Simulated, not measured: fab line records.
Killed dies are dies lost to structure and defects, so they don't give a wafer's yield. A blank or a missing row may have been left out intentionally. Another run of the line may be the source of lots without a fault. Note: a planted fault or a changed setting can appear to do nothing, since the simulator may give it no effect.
fab line records	flow nand_harc
record: lots: 6	wafers: 18	last_day: 33
route steps=1302 shown A_STAIRCASE@879 A_SGD_CUT@890 END@1302
lots untouched by any fault: they come from a run of this same line in which no faults occurred
start_h: hours from the record's first day to the start of the lot's first wafer shown	wait_h: hours since the lot's step before	" identical to the entry in the row above	L1.1+2: one row covering several wafers at once	- no value, or no start given	* or withheld: withheld	< > ~ a bound
route shown NAME@n: names a module that has steps shown in the file, with the first one's number in the route	usual: mean/standard deviation taken from wafers without a fault	same: alike in all rows	chamber/n: place in a boat	sites: per-site readings	_std_site: how widely they spread, as a standard deviation	_edge_site: the outer-site mean with the inner-site mean subtracted	radius_mm: for every site, how far away it sits from the centre of the wafer	mask NAME#n: copy n	behind: the last tool/chamber to shape the wafer	hold: why the lot went on hold/how many hours it stayed there/how the hold came to an end	device: names the non-switching transistor (n, p or np)	end of line: the tests these same wafers got at the end of their route	a step given without rows: its recipe and nothing more	killed: dies that structure and defects cost at the first sort, which is not the same as the wafer's yield	map: the dies of a wafer, with x for killed, . for not killed, _ for no die there
set.NAME: the setting the step ran with; set.NAME@STEP: the setting that earlier step ran with	model.NAME: the simulator's own value behind a step, which no gauge read
certain route steps with their lots: each step a table, each wafer a row
services: when a tool's chamber went out of use (start_h, in hours from the record's first day, below 0 if earlier), for how many hours, and the reason
== steps ==
step: NHARC_A_STAIRCASE_SRD_154
step: NHARC_A_STAIRCASE_ETCH_403
recipe: target_depth_a: 1082	chemistry: dHF	material: SiO2
step: NHARC_A_STAIRCASE_ETCHBACK_422
recipe: target_depth_a: 400	over_etch_frac: 0.3	time_s: 74.286	ion_energy_ev: 120	ch3f_flow_sccm: 50	o2_flow_sccm: 30	ar_flow_sccm: 200	rf_w: 500	bias_w: 100	chemistry: CH3F/O2
step: NHARC_A_STAIRCASE_ETCH_423
recipe: target_depth_a: 300	chemistry: dHF	material: SiO2
step: NHARC_A_STAIRCASE_ETCHBACK_157
recipe: target_depth_a: 900	over_etch_frac: 0.3	time_s: 167.14	ion_energy_ev: 120	ch3f_flow_sccm: 50	o2_flow_sccm: 30	ar_flow_sccm: 200	rf_w: 500	bias_w: 100	chemistry: CH3F/O2
step: NHARC_A_STAIRCASE_STRIP_475
recipe: time_s: 20	o2_flow_sccm: 500	ar_flow_sccm: 0	bias_w: 0	chemistry: O2
usual: drypump_motor_current_A: 5.4/0.5	oes_product_au: 0.999/0.01	rf_vpp_V: 57.6/1	showerhead_plenum_p_Torr: 3.49/0.17	throttle_valve_pct: 17.036/0.0089
lot.wafer	tool	chamber	start_h	wait_h	drypump_motor_current_A	oes_product_au	rf_hours_counter_h	rf_vpp_V	showerhead_plenum_p_Torr	throttle_valve_pct
L398.1	rie_diel-01	0	-	-	6.0	1.006	17	58.8	3.49	17.041
L398.3	"	1	"	"	6.3	1.007	19	56.4	3.37	17.047
L398.5	"	3	"	"	5.3	1.003	-	57.0	3.39	17.057
L401.4	rie_diel-06	0	-	-	5.6	0.994	51	57.0	3.29	17.019
L401.2	"	1	"	"	5.2	0.985	52	56.9	3.75	17.033
L401.1	"	2	"	"	4.8	0.992	53	56.5	3.27	17.035
L406.2	rie_diel-01	3	-	-	5.3	0.996	42	59.2	3.37	17.036
L406.1	"	0	"	"	6.0	1.003	49	56.4	3.47	17.039
L406.6	"	3	"	"	5.3	1.003	-	59.1	3.37	17.049
L413.3	rie_diel-08	3	-	-	5.2	0.986	17	58.2	3.74	17.036
L413.1	"	0	"	"	5.1	0.990	19	57.1	3.36	17.027
L413.6	"	0	"	"	5.1	0.991	-	58.1	3.36	17.039
L412.2	rie_diel-01	0	-	-	6.0	0.998	15	57.5	3.46	17.029
L412.1	"	2	"	"	6.1	0.995	15	58.6	3.58	17.043
L412.3	"	3	"	"	5.3	1.016	14	58.1	3.36	17.029
L419.3	rie_diel-08	0	-	-	5.1	1.004	44	56.4	3.35	17.043
L419.1	"	1	"	"	4.9	0.993	41	56.1	3.49	17.046
L419.5	"	3	"	"	5.2	0.999	-	59.2	3.73	17.040
step: NHARC_A_STAIRCASE_DEP_471
recipe: target_thk_a: 1000	temp_c: 400	pressure_torr: 6.5	rf_w: 900	teos_flow_sccm: 161.4	flow_sccm: 2650	target_thk_nm: 100	gas: O2	material: SiO2
step: NHARC_A_STAIRCASE_CMP_472
recipe: material: SiO2
step: NHARC_A_STAIRCASE_SRD_474
step: NHARC_A_STAIRCASE_INSPECT_155
usual: raw_defect_count: 423/120
lot.wafer	tool	chamber	start_h	wait_h	raw_defect_count
L398.1	defect_inspect-01	-	452.37	0.1	695
L398.3	"	-	"	"	464
L398.5	"	-	"	"	575
L401.1	defect_inspect-02	-	469.28	0.1	452
L401.2	"	-	"	"	366
L401.4	"	-	"	"	678
L406.1	defect_inspect-02	-	541.99	0.1	444
L406.2	"	-	"	"	377
L406.6	"	-	"	"	430
L413.1	defect_inspect-02	-	608.04	0.1	414
L413.3	"	-	"	"	476
L413.6	"	-	"	"	460
L412.1	defect_inspect-01	-	608.33	0.1	379
L412.2	"	-	"	"	452
L412.3	"	-	"	"	297
L419.1	defect_inspect-01	-	669.85	0.1	464
L419.3	"	-	"	"	449
L419.5	"	-	"	"	452
step: NHARC_A_SGD_CUT_DEP_00
recipe: target_thk_a: 500	temp_c: 400	target_thk_nm: 50	flow_sccm: 200	rf_w: 450	material: SiNx
usual: heater_power_w: 686/79	susceptor_temp_C: 400.01/0.2
lot.wafer	tool	chamber	start_h	wait_h	heater_power_w	susceptor_temp_C
L398.1	pecvd-01	1	452.47	0.1	706	400.10
L398.3	"	2	"	"	627	400.13
L398.5	"	1	"	"	717	399.95
L401.2	pecvd-01	2	469.35	0.1	665	399.89
L401.1	"	1	"	"	753	400.13
L401.4	"	0	"	"	770	400.08
L406.1	pecvd-01	1	542.09	0.1	747	399.77
L406.2	"	2	"	"	618	400.30
L406.6	"	0	"	"	723	399.83
L413.3	pecvd-03	0	608.13	0.1	687	399.98
L413.1	"	1	"	"	500	399.90
L413.6	"	1	"	"	509	400.19
L412.3	pecvd-03	1	608.40	0.1	605	400.32
L412.2	"	2	"	"	796	399.95
L412.1	"	0	"	"	621	400.10
L419.1	pecvd-03	0	669.95	0.1	633	400.24
L419.3	"	1	"	"	564	399.94
L419.5	"	0	"	"	631	400.13
step: NHARC_A_SGD_CUT_DEHYDRATE_01
recipe: temp_c: 150	time_s: 120
step: NHARC_A_SGD_CUT_HMDS_02
recipe: time_s: 30
step: NHARC_A_SGD_CUT_COAT_56
recipe: temp_c: 260	time_s: 75
step: NHARC_A_SGD_CUT_COAT_57
recipe: temp_c: 225	time_s: 65
step: NHARC_A_SGD_CUT_COAT_03
recipe: spin_rpm: 1500	resist_thk_nm: 90
step: NHARC_A_SGD_CUT_SOFTBAKE_04
recipe: temp_c: 105	time_s: 55
step: NHARC_A_SGD_CUT_EBR_05
step: NHARC_A_SGD_CUT_EXPOSE_06
recipe: na: 1.35	dose_mj: 85.59	mask_id: SGD
step: NHARC_A_SGD_CUT_PEB_07
recipe: peb_temp_c: 100	peb_time_s: 65
step: NHARC_A_SGD_CUT_DEVELOP_08
recipe: develop_time_s: 35	dev_temp_c: 23
step: NHARC_A_SGD_CUT_CD_MEAS_09
recipe: target_cd_nm: 100	landing_energy_ev: 500
usual: cd_nm: 100.1/0.53
lot.wafer	tool	chamber	start_h	wait_h	cd_nm
L398.1	cd_sem-02	0	453.03	-	99.5
L398.3	"	0	"	"	100.0
L398.5	"	0	"	"	99.4
L401.1	cd_sem-02	0	470.07	-	99.4
L401.2	"	0	"	"	99.9
L401.4	"	0	"	"	99.7
L406.1	cd_sem-01	0	542.66	-	99.7
L406.2	"	0	"	"	99.8
L406.6	"	0	"	"	100.4
L413.1	cd_sem-01	0	608.82	-	101.0
L413.3	"	0	"	"	100.1
L413.6	"	0	"	"	100.3
L412.1	cd_sem-03	0	609.12	-	100.6
L412.2	"	0	"	"	100.4
L412.3	"	0	"	"	100.7
L419.1	cd_sem-02	0	670.63	-	100.0
L419.3	"	0	"	"	100.1
L419.5	"	0	"	"	99.8
step: NHARC_A_SGD_CUT_OVL_MEAS_10
usual: overlay_x_nm: 0.2/0.76	overlay_y_nm: 0.2/0.77
lot.wafer	tool	chamber	start_h	wait_h	overlay_x_nm	overlay_y_nm
L398.1	overlay-02	-	453.12	-	-1.3	0.1
L398.3	"	-	"	"	-0.9	-0.2
L398.5	"	-	"	"	-1.2	0.4
L401.1	overlay-02	-	470.16	-	0.5	-0.5
L401.2	"	-	"	"	0.0	-0.4
L401.4	"	-	"	"	0.1	0.2
L406.1	overlay-02	-	542.74	-	0.7	0.7
L406.2	"	-	"	"	0.8	1.6
L406.6	"	-	"	"	0.7	1.0
L413.1	overlay-02	-	608.91	-	0.8	0.9
L413.3	"	-	"	"	0.5	-0.2
L413.6	"	-	"	"	0.9	-0.1
L412.1	overlay-02	-	609.21	-	0.0	0.7
L412.2	"	-	"	"	-0.3	0.8
L412.3	"	-	"	"	-0.1	0.2
L419.1	overlay-01	-	670.72	-	-1.4	1.0
L419.3	"	-	"	"	-1.5	0.7
L419.5	"	-	"	"	-1.2	1.1
step: NHARC_A_SGD_CUT_INSPECT_11
usual: raw_defect_count: 59/25
lot.wafer	tool	chamber	start_h	wait_h	raw_defect_count
L398.1	defect_inspect-01	-	453.16	0.0	100
L398.3	"	-	"	"	118
L398.5	"	-	"	"	112
L401.1	defect_inspect-02	-	470.20	0.0	24
L401.2	"	-	"	"	19
L401.4	"	-	"	"	19
L406.1	defect_inspect-01	-	542.78	0.0	40
L406.2	"	-	"	"	39
L406.6	"	-	"	"	39
L413.1	defect_inspect-02	-	608.95	0.0	46
L413.3	"	-	"	"	53
L413.6	"	-	"	"	59
L412.1	defect_inspect-02	-	609.24	0.0	56
L412.2	"	-	"	"	44
L412.3	"	-	"	"	64
L419.1	defect_inspect-01	-	670.76	0.0	50
L419.3	"	-	"	"	47
L419.5	"	-	"	"	43
step: NHARC_A_SGD_CUT_DESCUM_14
recipe: time_s: 3	o2_flow_sccm: 200	ar_flow_sccm: 0	bias_power_w: 0	chemistry: O2
usual: drypump_motor_current_A: 5.8/0.49	oes_product_au: 1.001/0.011	rf_vpp_V: 57.8/0.9	showerhead_plenum_p_Torr: 1.91/0.091	throttle_valve_pct: 11.310/0.009
same: bias_power_w: 0
lot.wafer	tool	chamber	start_h	wait_h	drypump_motor_current_A	oes_product_au	rf_hours_counter_h	rf_vpp_V	showerhead_plenum_p_Torr	throttle_valve_pct
L398.1	rie_diel-09	3	453.23	0.1	5.9	1.001	6	57.6	2.06	11.317
L398.3	"	1	"	"	6.3	0.988	5	57.5	1.94	11.304
L398.5	"	3	"	"	5.9	0.995	-	58.5	2.06	11.299
L401.1	rie_diel-11	3	470.26	0.1	6.4	1.001	3	58.1	1.86	11.328
L401.4	"	0	"	"	5.4	1.001	3	57.2	1.95	11.316
L401.2	"	1	"	"	5.5	1.015	2	55.7	1.78	11.298
L406.2	rie_diel-09	0	542.84	0.1	6.1	0.976	1	58.3	1.86	11.311
L406.1	"	3	"	"	5.9	0.993	2	58.1	2.06	11.310
L406.6	"	1	"	"	6.3	0.999	-	57.6	1.94	11.313
L413.1	rie_diel-11	1	609.02	0.1	5.5	1.008	15	57.7	1.78	11.320
L413.3	"	2	"	"	4.8	1.001	14	56.0	1.92	11.316
L413.6	"	1	"	"	5.5	1.004	-	56.8	1.78	11.285
L412.2	rie_diel-09	1	609.30	0.1	6.3	1.012	4	58.7	1.94	11.313
L412.1	"	3	"	"	5.9	1.000	5	60.5	2.06	11.307
L412.3	"	0	"	"	6.1	0.982	5	55.8	1.86	11.303
L419.1	rie_diel-13	3	670.84	0.1	6.3	0.987	10	59.1	2.03	11.299
L419.3	"	0	"	"	5.4	1.010	9	57.9	1.85	11.293
L419.5	"	1	"	"	6.3	1.008	-	60.0	1.94	11.307
step: NHARC_A_SGD_CUT_ETCH_58
recipe: target_depth_a: 390	over_etch_frac: 0.3	time_s: 65	ion_energy_ev: 80	cf4_flow_sccm: 150	ar_flow_sccm: 0	rf_w: 300	bias_w: 100	chemistry: CF4
step: NHARC_A_SGD_CUT_ETCH_59
recipe: target_depth_a: 2600	over_etch_frac: 0.25	time_s: 406.25	ion_energy_ev: 200	n2_flow_sccm: 150	h2_flow_sccm: 150	ar_flow_sccm: 0	rf_w: 400	bias_w: 150	chemistry: N2/H2
step: NHARC_A_SGD_CUT_ETCH_15
recipe: target_depth_a: 750	time_s: 64.3	ch3f_flow_sccm: 50	o2_flow_sccm: 30	ar_flow_sccm: 200	rf_w: 500	bias_w: 100	chemistry: CH3F/O2
usual: ch3f_flow_sccm: 50.01/0.16	drypump_motor_current_A: 5.8/0.5	oes_product_au: 0.965/0.013	rf_vpp_V: 263.8/1.8	showerhead_plenum_p_Torr: 2.46/0.11	throttle_valve_pct: 20.663/0.0098
lot.wafer	tool	chamber	start_h	wait_h	ch3f_flow_sccm	drypump_motor_current_A	oes_product_au	rf_hours_counter_h	rf_vpp_V	showerhead_plenum_p_Torr	throttle_valve_pct
L398.3	rie_diel-09	3	-	-	50.09	5.9	0.952	7	265.6	2.64	20.666
L398.1	"	0	"	"	50.06	6.1	0.967	6	262.4	2.40	20.664
L398.5	"	2	"	"	50.06	6.0	0.953	-	267.3	2.63	20.667
L401.1	rie_diel-11	3	-	-	49.95	6.4	0.949	3	264.4	2.40	20.661
L401.4	"	1	"	"	49.97	5.5	0.971	3	261.9	2.30	20.658
L401.2	"	2	"	"	50.10	4.8	0.946	3	262.5	2.47	20.669
L406.2	rie_diel-09	2	-	-	49.98	6.0	0.965	2	265.8	2.63	20.660
L406.1	"	0	"	"	49.59	6.1	0.930	2	262.9	2.40	20.662
L406.6	"	1	"	"	50.13	6.3	0.984	-	263.2	2.49	20.667
L413.3	rie_diel-11	3	-	-	50.23	6.4	0.968	14	263.1	2.39	20.667
L413.1	"	0	"	"	50.03	5.4	0.970	15	265.3	2.50	20.648
L413.6	"	2	"	"	50.25	4.8	0.980	-	263.8	2.46	20.660
L412.2	rie_diel-09	1	-	-	49.96	6.3	0.958	5	264.0	2.49	20.657
L412.3	"	3	"	"	50.29	5.9	0.968	5	266.3	2.64	20.679
L412.1	"	0	"	"	50.10	6.1	0.935	5	263.0	2.40	20.654
L419.3	rie_diel-13	0	-	-	50.07	5.4	0.989	9	261.5	2.38	20.666
L419.1	"	3	"	"	50.32	6.3	0.968	10	266.2	2.60	20.649
L419.5	"	1	"	"	49.93	6.4	0.983	-	263.4	2.49	20.649
step: NHARC_A_SGD_CUT_ETCH_16
recipe: target_depth_a: 3105	time_s: 155.2	c4f8_flow_sccm: withheld	o2_flow_sccm: 8	ar_flow_sccm: withheld	rf_w: 600	bias_w: 800	chemistry: C4F8/O2/Ar
step: NHARC_A_SGD_CUT_STRIP_60
recipe: c4f8_flow_sccm: withheld	o2_flow_sccm: 8	ar_flow_sccm: withheld	bias_w: 0	chemistry: C4F8/O2/Ar
step: NHARC_A_SGD_CUT_STRIP_17
recipe: o2_flow_sccm: 500	ar_flow_sccm: 0	bias_w: 0	chemistry: O2
step: NHARC_A_SGD_CUT_PRECLEAN_18
recipe: time_s: *	temp_c: 50	bath_age_min: 0	chemistry: SC1
step: NHARC_A_SGD_CUT_SRD_19
step: NHARC_A_SGD_CUT_DEP_20
recipe: target_thk_a: 1500	temp_c: 65	material: SiO2
step: NHARC_A_SGD_CUT_ANNEAL_27
recipe: temp_c: 450	time_s: 1800
step: NHARC_A_SGD_CUT_CMP_21
recipe: target_thk_nm: 148.19
usual: motor_current_A: 12.0/0.82	time_to_endpoint_s: 50/3.3
lot.wafer	tool	chamber	start_h	wait_h	motor_current_A	time_to_endpoint_s
L398.1	cmp-01	0	456.80	0.4	11.9	48
L398.3	"	1	"	"	11.5	44
L398.5	"	1	"	"	11.6	46
L401.1	cmp-01	1	475.97	0.4	11.7	48
L401.4	"	3	"	"	12.7	53
L401.2	"	0	"	"	12.2	54
L406.2	cmp-01	1	548.76	0.4	11.2	53
L406.1	"	0	"	"	12.3	55
L406.6	"	2	"	"	11.0	53
L412.1	cmp-03	0	614.92	0.4	12.1	50
L412.3	"	2	"	"	11.4	49
L412.2	"	3	"	"	11.8	48
L413.1	cmp-04	3	614.95	0.4	11.9	45
L413.3	"	0	"	"	11.7	46
L413.6	"	3	"	"	11.5	44
L419.1	cmp-01	1	678.42	0.4	11.0	49
L419.3	"	2	"	"	11.2	48
L419.5	"	0	"	"	12.9	53
step: NHARC_A_SGD_CUT_SRD_23
step: NHARC_A_SGD_CUT_ETCH_26
recipe: target_depth_a: 458	chemistry: dHF	material: SiO2
step: NHARC_A_SGD_CUT_ETCHBACK_24
recipe: target_depth_a: 500	over_etch_frac: 0.3	time_s: 92.857	ion_energy_ev: 120	ch3f_flow_sccm: 50	o2_flow_sccm: 30	ar_flow_sccm: 200	rf_w: 500	bias_w: 100	chemistry: CH3F/O2
usual: ch3f_flow_sccm: 49.98/0.16	drypump_motor_current_A: 5.9/0.46	oes_product_au: 0.96/0.034	rf_vpp_V: 244.6/1.8	showerhead_plenum_p_Torr: 2.48/0.11	throttle_valve_pct: 20.664/0.0096
lot.wafer	tool	chamber	start_h	wait_h	ch3f_flow_sccm	drypump_motor_current_A	oes_product_au	rf_hours_counter_h	rf_vpp_V	showerhead_plenum_p_Torr	throttle_valve_pct
L398.3	rie_diel-13	2	457.29	0.2	50.10	5.4	0.99	8	243.5	2.29	20.638
L398.1	"	0	"	"	49.95	5.4	1.01	8	243.2	2.38	20.665
L398.5	"	0	"	"	49.80	5.4	1.01	-	243.1	2.38	20.671
L401.1	rie_diel-09	0	476.46	0.1	50.10	6.1	0.93	7	244.8	2.40	20.655
L401.2	"	2	"	"	50.04	6.0	0.93	8	245.6	2.63	20.673
L401.4	"	3	"	"	50.44	5.9	0.94	7	246.3	2.64	20.672
L406.1	rie_diel-09	2	549.25	0.2	50.17	6.0	0.92	2	246.7	2.63	20.655
L406.2	"	3	"	"	49.93	5.9	0.93	2	246.5	2.64	20.669
L406.6	"	1	"	"	50.04	6.3	0.94	-	245.6	2.49	20.653
L413.3	rie_diel-09	3	615.42	0.1	49.81	5.9	1.01	5	245.7	2.64	20.645
L413.1	"	1	"	"	49.91	6.3	1.02	5	244.3	2.49	20.672
L413.6	"	2	"	"	49.69	6.0	0.99	-	246.5	2.63	20.657
L412.1	rie_diel-13	3	615.42	0.2	49.85	6.3	0.99	6	245.7	2.60	20.654
L412.3	"	0	"	"	50.07	5.4	1.02	5	243.9	2.38	20.667
L412.2	"	1	"	"	49.65	6.4	1.00	7	245.3	2.50	20.661
L419.1	rie_diel-13	2	678.93	0.2	50.04	5.4	0.93	11	242.0	2.28	20.674
L419.3	"	0	"	"	49.97	5.4	0.94	10	244.4	2.38	20.675
L419.5	"	2	"	"	49.94	5.4	0.93	-	242.2	2.28	20.656
step: NHARC_END_SORT_01
recipe: temp_c: 25
usual: killed_at_array: 63/17	killed_at_other: 0.8/1.1	killed_at_periphery: 3.5/3	killed_dies: 67/17	killed_open: 3.1/1.6	killed_short: 2.6/1.4
same: gross_dies: 677
lot.wafer	tool	chamber	start_h	wait_h	killed_at_array	killed_at_other	killed_at_periphery	killed_dies	killed_open	killed_short
L412.1	prober-02	0	732.06	2.5	658	0	2	660	4	2
L413.3	prober-01	0	733.67	3.1	634	1	0	635	2	2
killed by level:class
L412.1 A_SGD_CUT:area_dep=594 A_SLIT:chamber_film_flake=23 A_CHANNEL_HOLE_D2:chamber_film_flake=18 A_CHANNEL_HOLE_D1:chamber_film_flake=9 A_CONTACT:chamber_film_flake=5 A_CHANNEL_FILL_D2:chamber_film_flake=2 P_CONTACT:geometric_particle:open=1 A_CHANNEL_FILL_D1:geometric_particle:open=1
L413.3 A_SGD_CUT:area_dep=589 A_CHANNEL_HOLE_D1:chamber_film_flake=25 A_SLIT:chamber_film_flake=6 A_STAIRCASE:chamber_film_flake=5 A_CONTACT:chamber_film_flake=3 A_CHANNEL_FILL_D1:geometric_particle:open=1 A_DECK1_JOINT:geometric_particle:open=1 A_M0:geometric_particle:short=1
map L412.1 (x killed, . not)
____________x____________
_________xxxxxx._________
_______xxxx.xxxxxx_______
______xxxxxxxxxxxxx______
_____xxxxxxxxxxxxxxx_____
____xxxxxxxxxxxxxxxxx____
____xxxxxxxxxxxxxxxxx____
___.x.xxxxxxxxxxxxxxxx___
___xxxxxxxxxxxxxxxxxxx___
__xxxxxx..xxxxxx.xxxxxx__
__.xxxxxxxxxxxxxxxxxxxx__
_xxxxxxx.xxxxxxxxxxxxxxx_
_xxxxxxxxxxxxxxx.xxxxxxx_
_xxxxxxxxxxxxxxxxxxxxxxx_
_x.x.xxxxxxxxxxxxxxxxxxx_
_xxxxxxxxxxxxxxxxxxxxxxx_
xxxxxxxxxxxxxxxxxxxxxxxxx
xxxxxxxxxxxx.xx.xxxxxxxxx
xxxxxxxxxxxxxxxxxxxxxxxxx
xxxxxxxx.xxxxxxxxxxxxxxxx
xxxxxxxxxxxxxxxxxxxxxxxxx
_xxxxxxxxxxxxxxxxxxxxxxx_
_xxxxxxxxxxxxxxxxxxx.xxx_
_xxxxxxxxxxxxxxxxxxxxxxx_
_xxxxxxxxxxxxxxxxxxxxxxx_
_xxxxxxxxxxxxxxxxxxxxxxx_
__xxxxxxxxxxxxxxxxxxxxx__
__xxxxxxxxxxxxxxxxxxxxx__
___xxxxxxxxxxxxxxx.xxx___
___xxxxxxxxxxxxxxxxxxx___
____xxxxxxxxxxxxxxxxx____
____xxxxxxxxxxxxxxxxx____
_____xxxxxxxxxxxxxxx_____
______xxxxxxxxxxxxx______
_______xxxxxxxxxxx_______
_________xxxxxxx_________
____________x____________
map L413.3 (x killed, . not)
____________.____________
_________x...xx._________
_______.x.xxxxxxx._______
______.xxxxxxxx.x..______
_____.xxx.xxx.xxxxxx_____
____.xxxxxxxxxxxxxx.x____
____xxxxxxxxxxxxxx.xx____
___xxxx.xxxxxxxxxxxxxx___
___xxxxxxxxxxxxxxxxxxx___
__.xxxxxxxxxxxxxxxxxx..__
__.xxxxxxxxxxxxxxxxxxx.__
_.xxxxxxxxxxxxxxxxxxxxxx_
_.xxxxxxxxxxxxxxxxxxxxxx_
_xx.xxxxxxxxxxxxxxxxxxxx_
_.xxxxxxxxxxxxxxxxxxxxx._
_xxxxxxxxxxxxxxxxxxxxxxx_
x.xxxxxxxxxxxxxxxxxxxxxxx
.xxxxxxxxxxxxxxxxxxxxxxxx
xxxxxxxxxxxxxxxxxxxxxxxxx
.xxxxxxxxxxxxxxxxxxxxxxxx
.xxxxxxxxxxxxxxxxxxxxxxxx
_xxxxxxxxxxxxxxxxxxxxxxx_
_xxxxxxxxxxxxxxxxxxxxx.x_
_xxxxxxxxxxxxxxxxxxxxxx._
_xxxxxxxxxxxxxxxxxxxxxxx_
_xxxxxxxxxxxxxxxxxxxxxxx_
__xxxxxxxxxxxxxxxxxxx.x__
__xxxxxxxxxxxxxxxxxxxxx__
___xxxxxxxxxxxxxxxxxx.___
___xxxxxxxxxxxxxxxxxxx___
____xxxxxxxxxxxxxxxxx____
____xx.xxxxxxxxxxxxxx____
_____xxxxxxxxxxxxxxx_____
______xx.xxxxxxxxxx______
_______x.xxxxxx..x_______
_________xxxxxxx_________
____________x____________
== services ==
tool	chamber	start_h	hours	kind
rie_diel-11	-	432.50	9.0	pm
rie_diel-13	-	440.38	0.2	repair
rie_diel-13	2	443.77	1.6	repair
rie_diel-13	3	452.45	5.7	repair
rie_diel-09	2	484.29	3.2	repair
cmp-01	-	486.08	4.0	pm
rie_diel-09	2	489.80	1.5	repair
pecvd-01	-	492.18	13.0	pm
rie_diel-09	-	497.10	9.0	pm
cmp-01	-	509.07	1.6	repair
rie_diel-13	1	511.75	4.6	repair
rie_diel-13	-	519.29	9.0	pm
rie_diel-13	0	531.70	7.2	repair
cmp-01	-	535.73	5.2	repair
pecvd-03	2	542.28	12.3	repair
pecvd-03	-	547.17	13.0	pm
rie_diel-01	-	557.91	9.0	pm
cmp-01	-	584.08	4.0	pm
rie_diel-13	-	600.70	1.2	repair
rie_diel-01	3	633.26	22.2	repair
rie_diel-09	0	641.39	4.7	repair
rie_diel-01	-	647.75	2.2	repair
rie_diel-11	2	664.23	8.1	repair
rie_diel-09	-	674.10	9.0	pm
== key ==
first_sign: step: NHARC_END_SORT_01	reading: killed_at_array	direction: up	sigmas: 33	usual: 63	struck: 646
effect: step: NHARC_END_SORT_01	reading: killed_dies	direction: up	sigmas: 33	usual: 67	struck: 648
more_kills_born_at: NHARC_A_SGD_CUT_DEP_00@pecvd-03: 1183
met_at NHARC_A_SGD_CUT_DEP_00
struck_wafers L412.1,L413.3
later_rows_left_out L412.1,L413.3
tester_left_out L412,L413
fault: kind: process_parameter_drift	tool: pecvd-03	chamber: 0	onset_h: 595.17	steps: NHARC_A_SGD_CUT_DEP_00	channel: target_thk_a	offset: *	shape: step	end_h: 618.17	acts_in: *	stated: *
tester_left_out: of these lots the tester's yield and bins aren't shown, on N5 and GAA mostly nor the transistor test; their killed dies are dies lost to structure and defects alone, not to doping, threshold or leakage, so they don't give the yield
later_rows_left_out: the simulator's readings of these wafers behind a module that went badly wrong aren't trusted and aren't shown, but for the sort
